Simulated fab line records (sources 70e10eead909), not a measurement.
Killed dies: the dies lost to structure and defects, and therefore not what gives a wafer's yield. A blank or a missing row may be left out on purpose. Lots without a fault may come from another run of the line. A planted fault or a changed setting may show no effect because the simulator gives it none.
A lot that was struck, set against a sound lot + flow nand harc + 13 steps out of a route of 1302
Sound: the wafers L726.2, L726.3, L726.6. Wafers L735.1, L735.5, L735.6 were the ones struck. The cause is named last.
Per side, at each step with rows, come the tool, then ch with its chambers, and then its first start. Under that, the readings that differ: sound wafers + struck wafers + difference of the means + sigmas: that difference in standard deviations of wafers without a fault.
alike: words and numbers the same on both sides, and readings whose means are apart by under 2 such deviations; not compared: readings that were withheld, readings missing a value for some wafer, numbers with overlapping values and no deviation given by the record, and bounds like >300 which may hide the same value.
Wherever a step has rows on one side only, a row that says differs or no value, or a row with sigmas, the two part there. Numbers that don't overlap but have no deviation are shown without sigmas and don't part them. A reading missing from all wafers of one side parts the sides only when that side holds two or more wafers.

first, 1 step without rows for these wafers: NHARC_A_STAIRCASE_SRD_474.
NHARC_A_STAIRCASE_INSPECT_155:
  sound on defect inspect-01, day 20 19:08; struck on defect inspect-01, day 24 12:52
  alike: raw defect count
NHARC_A_SGD_CUT_DEP_00: deposits SiNx, target thk 50 nm.
  sound on pecvd-01 ch 0,1, day 20 19:13; struck on pecvd-03 ch 1,2, day 24 12:58
  alike: heater power w
then, 8 steps without rows for these wafers: NHARC_A_SGD_CUT_DEHYDRATE_01 (time 120 s); NHARC_A_SGD_CUT_HMDS_02 (time 30 s); NHARC_A_SGD_CUT_COAT_56 (time 75 s); NHARC_A_SGD_CUT_COAT_57 (time 65 s); NHARC_A_SGD_CUT_COAT_03 (resist thk 90 nm); NHARC_A_SGD_CUT_SOFTBAKE_04 (time 55 s); NHARC_A_SGD_CUT_EBR_05; NHARC_A_SGD_CUT_EXPOSE_06 (exposes mask SGD).
NHARC_A_SGD_CUT_PEB_07: peb time 65 s.
  struck on litho track-04, day 24 13:34; sound on litho track-01 ch 0, day 20 19:51
  no value came back on the struck wafers for chill plate temp C (C), exhaust pa (Pa), heater power total W (W); on the sound wafers chill plate temp C (C) reads 22.99 23.07 22.87
then, 1 step without rows for these wafers: NHARC_A_SGD_CUT_DEVELOP_08 (develop time 35 s).

== WHERE THEY PART ==
At NHARC_A_SGD_CUT_PEB_07 and nowhere else, as far as this record goes.

WHY: what the simulator had put in
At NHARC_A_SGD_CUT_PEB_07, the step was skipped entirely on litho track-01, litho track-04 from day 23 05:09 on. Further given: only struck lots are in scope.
